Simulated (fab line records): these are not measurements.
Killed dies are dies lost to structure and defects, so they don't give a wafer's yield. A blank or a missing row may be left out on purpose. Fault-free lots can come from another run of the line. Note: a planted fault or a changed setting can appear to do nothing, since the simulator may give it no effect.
Split-lot experiment ; flow n5-finfet ; route with 1938 steps; 7 lots, 39 wafers read

## SPLIT DETAILS
At N5_MOL_CONTACT_COAG_ETCH_47 (etches SiNx in CH3F/O2, stops on W, target depth 27 nm), the setting source-w was moved away from the recipe's 395 W on 6 of the 39 wafers read, by +13.1% to +18.1%. For the rest of the wafers, this setting stayed at what the recipe calls for.

The reading is taken at the split's own step.

## THE READING
etch.over-etch-s (the simulator's own value, which no gauge read), in s, at N5_MOL_CONTACT_COAG_ETCH_47 (etches SiNx in CH3F/O2, stops on W, target depth 27 nm). The file does not state a usual value for it. Here, 33 wafers ran the recipe; their average is 5.239 s with a standard deviation of 0.061 s.

wafer;tool, chamber at the split;source-w as run, W;against the recipe;etch.over-etch-s, s;against lot-mates on the recipe
L076.1;rie-diel-05, 1;395;recipe;5.212;-
L076.2;rie-diel-05, 3;466.4;+18.1%;4.923;-0.314
L076.3;rie-diel-05, 2;395;recipe;5.168;-
L076.4;rie-diel-05, 2;466.4;+18.1%;4.847;-0.390
L076.5;rie-diel-05, 1;466.4;+18.1%;4.89;-0.347
L076.6;rie-diel-05, 3;395;recipe;5.331;-
L086.1;rie-diel-04, 1;395;recipe;5.23;-
L086.2;rie-diel-04, 0;395;recipe;5.26;-
L086.3;rie-diel-04, 2;395;recipe;5.17;-
L086.4;rie-diel-04, 3;395;recipe;5.266;-
L086.5;rie-diel-04, 2;395;recipe;5.139;-
L086.6;rie-diel-04, 1;395;recipe;5.282;-
L087.1;rie-diel-04, 3;395;recipe;5.284;-
L087.2;rie-diel-04, 1;395;recipe;5.33;-
L087.3;rie-diel-04, 2;395;recipe;5.262;-
L087.4;rie-diel-04, 0;395;recipe;5.287;-
L087.5;rie-diel-04, 3;395;recipe;5.316;-
L087.6;rie-diel-04, 0;395;recipe;5.302;-
L089.1;rie-diel-02, 0;446.7;+13.1%;4.998;-0.182
L089.2;rie-diel-02, 2;446.7;+13.1%;4.943;-0.237
L089.3;rie-diel-02, 1;446.7;+13.1%;4.914;-0.266
L089.4;rie-diel-02, 3;395;recipe;5.137;-
L089.5;rie-diel-02, 0;395;recipe;5.192;-
L089.6;rie-diel-02, 3;395;recipe;5.211;-
L092.2;rie-diel-02, 3;395;recipe;5.185;-
L092.3;rie-diel-02, 2;395;recipe;5.256;-
L092.4;rie-diel-02, 0;395;recipe;5.291;-
L094.1;rie-diel-02, 3;395;recipe;5.136;-
L094.2;rie-diel-02, 2;395;recipe;5.267;-
L094.3;rie-diel-02, 0;395;recipe;5.202;-
L094.4;rie-diel-02, 1;395;recipe;5.148;-
L094.5;rie-diel-02, 2;395;recipe;5.208;-
L094.6;rie-diel-02, 1;395;recipe;5.18;-
L095.1;rie-diel-02, 1;395;recipe;5.229;-
L095.2;rie-diel-02, 2;395;recipe;5.309;-
L095.3;rie-diel-02, 0;395;recipe;5.309;-
L095.4;rie-diel-02, 3;395;recipe;5.222;-
L095.5;rie-diel-02, 0;395;recipe;5.348;-
L095.6;rie-diel-02, 1;395;recipe;5.214;-

THE FIT
A straight line over all 39 wafers: etch.over-etch-s changes by -0.0203 s for each +1% of source-w; r = -0.89; the points scatter about the line by 0.06 s.
The same after taking each lot's own level away (the mean of its wafers on the recipe; 39 wafers): -0.0187 s for each +1%; r = -0.92; scatter 0.046 s.
The reading moves by 0.34 s for the largest change in source-w, on that fit.
From 5.1800 to 5.2968 s: that is the span of the lots' own levels, equal to 1.9 times the standard deviation above.
The two slopes agree, so the slope changes little with the lot-to-lot level.
Check: with one of the wafers moved furthest among these (+18.1%) left out of the fit, the line predicts -0.345 s for it against its lot-mates. Against them it came out at -0.314 s.
Tool readings at the split's step, against how far the setting was moved: etch-rf-on-time-s r = -0.89.

## THESE WAFERS: OTHER SPLITS
Before the reading, these wafers also passed through other splits. Each is held against what the fit with the lots' levels taken away leaves over:
other split on the same wafers;wafers away from the commonest value;r with etch.over-etch-s (lot level and that fit taken away)
N5_DUMMY_GATE_HM_DEP_06 target-thk-a;18;-0.05
N5_DUMMY_GATE_ETCH_37 source-w;12;-0.15
N5_DUMMY_GATE_ETCH_32 time-s;12;+0.18
N5_HKMG_FIN_ETCH_54 bias-w;12;-0.03
N5_HKMG_FIN_ETCH_35 bias-w;15;-0.18

## THE WHOLE CHAIN: every reading that the file lists as answering this split, in the file's order
step;what it does;reading;change (the file's fit);r (the file's)
N5_MOL_CONTACT_COAG_ETCH_47;etches SiNx in CH3F/O2, stops on W, target depth 27 nm;etch-rf-on-time-s;withheld for each +1% of the setting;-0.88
N5_MOL_CONTACT_COAG_ETCH_47;etches SiNx in CH3F/O2, stops on W, target depth 27 nm;etch.t-clear-s (the simulator's own value, which no gauge read);-0.0936 s for each +1% of the setting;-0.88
N5_MOL_CONTACT_COAG_ETCH_47;etches SiNx in CH3F/O2, stops on W, target depth 27 nm;etch.over-etch-s (the simulator's own value, which no gauge read);-0.0187 s for each +1% of the setting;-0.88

## THE FILE'S OWN FIT
etch.over-etch-s changes by -0.0187 s for each +1% of source-w, r = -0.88.
